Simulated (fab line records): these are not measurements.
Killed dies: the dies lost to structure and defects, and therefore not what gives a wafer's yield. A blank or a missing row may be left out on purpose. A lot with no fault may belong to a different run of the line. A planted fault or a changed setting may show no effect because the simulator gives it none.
Split-lot trial | flow n5_finfet | 21 wafers read from 7 lots, route of 1938 steps

== THE SPLIT ITSELF ==
At N5_BEOL_M14_PEB_08 (peb time 90 s), the setting peb_time_s was moved away from the recipe's 90 s on 6 of the 21 wafers read, by -15.2% to +20.9%. The other wafers ran this setting at the recipe's value.

== FROM THE SPLIT TO THE READING: what the file shows between them, 2 steps ==
- N5_BEOL_M14_DEVELOP_09: develop time 45 s
- N5_BEOL_M14_HARDBAKE_14: time 120 s

== THE READING ==
At N5_BEOL_M14_CD_MEAS_10: cd_nm in nanometres, against a target cd of 250 nm. Fault-free wafers of this fab line usually give 250.2 nm, standard deviation 1.6 nm.

wafer  | tool, chamber at the split | peb_time_s as run, s | against the recipe | cd_nm, nm | against lot-mates on the recipe
L076.1 | litho_track-05, 0          | 90                   | recipe             | 252.6     | -
L076.5 | litho_track-05, 0          | 90                   | recipe             | 249.4     | -
L076.6 | litho_track-05, 0          | 105.7                | +17.4%             | 257.3     | +6.3
L078.1 | litho_track-05, 0          | 90                   | recipe             | 250.9     | -
L078.2 | litho_track-05, 0          | 90                   | recipe             | 250.2     | -
L078.4 | litho_track-05, 0          | 90                   | recipe             | 249.4     | -
L080.1 | litho_track-05, 0          | 76.34                | -15.2%             | 242.7     | -5.1
L080.2 | litho_track-05, 0          | 76.34                | -15.2%             | 240.0     | -7.8
L080.5 | litho_track-05, 0          | 90                   | recipe             | 247.8     | -
L084.2 | litho_track-02, 0          | 90                   | recipe             | 249.4     | -
L084.3 | litho_track-02, 0          | 90                   | recipe             | 251.8     | -
L084.6 | litho_track-02, 0          | 90                   | recipe             | 250.0     | -
L090.1 | litho_track-05, 0          | 90                   | recipe             | 251.1     | -
L090.3 | litho_track-05, 0          | 90                   | recipe             | 249.5     | -
L090.5 | litho_track-05, 0          | 108.8                | +20.9%             | 257.9     | +7.6
L093.1 | litho_track-02, 0          | 90                   | recipe             | 250.8     | -
L093.3 | litho_track-02, 0          | 106.1                | +17.9%             | 259.9     | +9.1
L093.4 | litho_track-02, 0          | 106.1                | +17.9%             | 257.2     | +6.4
L095.1 | litho_track-05, 0          | 90                   | recipe             | 250.3     | -
L095.3 | litho_track-05, 0          | 90                   | recipe             | 251.8     | -
L095.6 | litho_track-05, 0          | 90                   | recipe             | 249.8     | -

THE FIT
A straight line over all 21 wafers: cd_nm changes by +0.468 nm for each +1% of peb_time_s; r = +0.95; the points scatter about the line by 1.4 nm.
The same after taking each lot's own level away (the mean of its wafers on the recipe; 21 wafers): +0.404 nm for each +1%; r = +0.96; scatter 1.1 nm.
The reading moves by 8.4 nm for the largest change in peb_time_s, on that fit.
Measured against the standard deviation above, the lots' own levels, which go from 247.80 to 251.00 nm, span 2.0 times it.
Hence the slope depends on the lot-to-lot level, as the two fits are not the same.
Check: for one of the wafers moved furthest among these (+20.9%), held out of the fit, the line's prediction against its lot-mates is +8.65 nm. It came out at +7.6 nm against them.

== ADDITIONAL SPLITS CARRIED BY THESE WAFERS ==
Note: prior to the reading, these wafers also went through further splits. Each is held against what the fit with the lots' levels taken away leaves over:
other split on the same wafers   | wafers away from the commonest value | r with cd_nm (lot level and that fit taken away)
N5_BEOL_M8_PECVD_70 time_s       | 6                                    | -0.06
N5_BEOL_M8_ETCH_65 source_w      | 4                                    | -0.18
N5_BEOL_M8_TRENCH_ETCH_37 time_s | 5                                    | -0.13
N5_BEOL_M9_EXPOSE_25 dose_mj     | 5                                    | +0.38
N5_BEOL_M11_EXPOSE_25 dose_mj    | 10                                   | +0.10
N5_BEOL_M11_VIA_ETCH_34 time_s   | 3                                    | +0.08
N5_BEOL_M12_COAT_22 spin_rpm     | 8                                    | -0.18
N5_BEOL_M13_DEP_53 time_s        | 7                                    | +0.23

== FILE'S OWN FIT ==
cd_nm changes by +0.393 nm for each +1% of peb_time_s, r = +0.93.
